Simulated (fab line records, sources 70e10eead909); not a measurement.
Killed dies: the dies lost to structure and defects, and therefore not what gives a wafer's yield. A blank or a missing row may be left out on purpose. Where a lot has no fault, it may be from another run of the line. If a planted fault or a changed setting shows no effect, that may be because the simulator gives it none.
Matching of chambers ; flow nand-harc ; NHARC_A_M1_PRE_CLEAN_32 on pecvd-04: 3 sister chambers
The step time 12 s. 3 wafers are shown with their chamber, then 8 later ones without.

WAFERS, EACH WITH ITS CHAMBER
wafer;chamber;susceptor-temp-C (C)
L522.6;1;370.25
L525.5;2;369.91
L533.3;0;369.76

WAFERS WITH NO CHAMBER GIVEN
wafer;susceptor-temp-C (C)
L533.4;369.94
L533.6;369.80
L535.1;369.95
L535.2;369.89
L535.5;369.80
L541.1;369.53
L541.2;369.94
L541.4;369.66

WHICH CHAMBER EACH ONE RAN IN
wafer;from the rows above;in truth
L533.4;can't be placed: 2 or 0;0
L533.6;can't be placed: 0 or 2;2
L535.1;can't be placed: 2 or 0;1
L535.2;can't be placed: 2 or 0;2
L535.5;can't be placed: 0 or 2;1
L541.1;can't be placed: 0 or 2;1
L541.2;can't be placed: 2 or 0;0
L541.4;can't be placed: 0 or 2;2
Correctly placed: 0 of 8. Unplaceable from these rows: 8, with the true chamber sitting among the candidates in 5. Wrongly placed: 0.
How it was worked out, from the rows above alone: a wafer's distance from a chamber is the root of the sum, over the readings, of the square of ((its reading less the chamber's mean) divided by the reading's scatter). The wafer belongs to the nearest chamber; if the next one is less than 2 further off, it can't be placed. The mean given for a chamber averages the wafers shown for that chamber. The scatter (one wafer shown for each chamber): square how far every hidden wafer sits from the nearest shown wafer, average those squares and take the square root.
